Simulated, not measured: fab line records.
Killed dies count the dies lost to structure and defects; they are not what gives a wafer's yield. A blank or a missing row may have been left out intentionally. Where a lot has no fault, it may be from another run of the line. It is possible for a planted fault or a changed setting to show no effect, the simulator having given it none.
A struck lot beside a sound one	flow n5-finfet	16 steps out of a route of 1938
Sound: the wafers L625.2, L625.5, L625.6. Wafers L638.2, L638.3, L638.4 were the ones struck. Last of all comes the cause.
For every step that has rows: the tool of each side, followed by ch and its chambers, followed by its first start. Under that, the readings that differ: sound wafers	struck wafers	difference of the means	sigmas: that difference in standard deviations of wafers without a fault.
alike: readings with means less than 2 such deviations apart, plus words and numbers identical on both sides. not compared: withheld readings, readings lacking a value on some wafer, bounds such as >300 that could conceal the same value, and numbers that have no deviation in the record and whose values overlap.
A row with sigmas, a row that says differs or no value, or rows on one side alone: a step with any of these is where the two part. When numbers do not overlap yet have no deviation, they are printed without sigmas and do not part them. A reading that every wafer of one side lacks parts them only if that side has two wafers or more.

first, 1 step without rows for these wafers: N5_ZERO_LAYER_SRD_01 (time 30 s, dry time 30 s).
N5_ZERO_LAYER_PECVD_02: deposits SiO2 from SiH4/N2O, target thk 10 nm, time 6 s.
  sound on pecvd-03 ch 0,1,2, day 1 12:17; struck on pecvd-04 ch 1,2, day 4 18:17
  alike: heater-power-w, showerhead-plenum-p-Torr
then, 8 steps without rows for these wafers: N5_ZERO_LAYER_HMDS_04 (time 60 s); N5_ZERO_LAYER_COAT_05 (resist thk 1000 nm); N5_ZERO_LAYER_EBR_07; N5_ZERO_LAYER_SOFTBAKE_06 (time 90 s); N5_ZERO_LAYER_EXPOSE_08 (exposes mask ZERO, defocus 0 nm, target cd 2000 nm); N5_ZERO_LAYER_PEB_09; N5_ZERO_LAYER_DEVELOP_10 (develop time 60 s); N5_ZERO_LAYER_HARDBAKE_23 (time 120 s).
N5_ZERO_LAYER_CD_MEAS_11: target cd 2000 nm.
  sound on cd-sem-01 ch 0, day 1 12:39; struck on cd-sem-03 ch 0, day 4 18:46
  alike: cd-nm
N5_ZERO_LAYER_DESCUM_16: chemistry O2, time 7.9 s.
  sound on rie-diel-05 ch 0,1, day 1 12:41; struck on rie-diel-06 ch 1,2,3, day 4 18:55
  alike: chamber-pressure-mTorr, drypump-motor-current-A, oes-product-au, rf-vpp-V, showerhead-plenum-p-Torr, throttle-valve-pct
  not compared: rf-hours-counter-h
N5_ZERO_LAYER_ETCH_17: etches SiO2 in CF4, target depth 12 nm, time 13.3 s.
  sound on rie-diel-05 ch 0,1, day 1 12:43; struck on rie-diel-06 ch 1,2,3, day 4 18:57
reading	sound	struck	difference	sigmas
oes-product-au (a.u.)	0.90 0.81 0.89	0.68 0.74 0.63	-0.18	-2
model.etch.depth-nm (nm)	12.05 11.97 11.93	9.158 8.875 9.396	-2.840	
  alike: chamber-pressure-mTorr, drypump-motor-current-A, mfc-ar-sccm, rf-vpp-V, showerhead-plenum-p-Torr, throttle-valve-pct
  not compared: rf-hours-counter-h
N5_ZERO_LAYER_ETCH_18: etches Si in HBr/Cl2, target depth 120 nm, time 40 s.
  sound on rie-si-01 ch 0,3, day 1 12:47; struck on rie-si-01 ch 1,2,3, day 4 19:02
  alike: chamber-pressure-mTorr, drypump-motor-current-A, oes-product-au, throttle-valve-pct
  not compared: rf-hours-counter-h
-- the record jumps here: 7 days lie between the struck wafers' starts before and after (it left off in module ZERO_LAYER and takes up again in module BEOL_M4, whose first step shown is number 1111 of the route) --
N5_BEOL_M4_RC_MEAS_101:
  sound on prober-02 ch 0, day 8 07:24; struck on prober-01 ch 0, day 11 15:42
  alike: DIBL_N, DIBL_P, IOFF_N, IOFF_P, ION_N, ION_P, SS_N, SS_P, VT_N, VT_P
N5_PASSIVATION_PROBE_49:
  sound wafers here have rows in the record (prober-02, day 13 01:47); struck ones have none

WHERE THEY PART
Earliest at N5_ZERO_LAYER_ETCH_17; latest, in this record, at N5_PASSIVATION_PROBE_49.

WHY: what had been put in by the simulator
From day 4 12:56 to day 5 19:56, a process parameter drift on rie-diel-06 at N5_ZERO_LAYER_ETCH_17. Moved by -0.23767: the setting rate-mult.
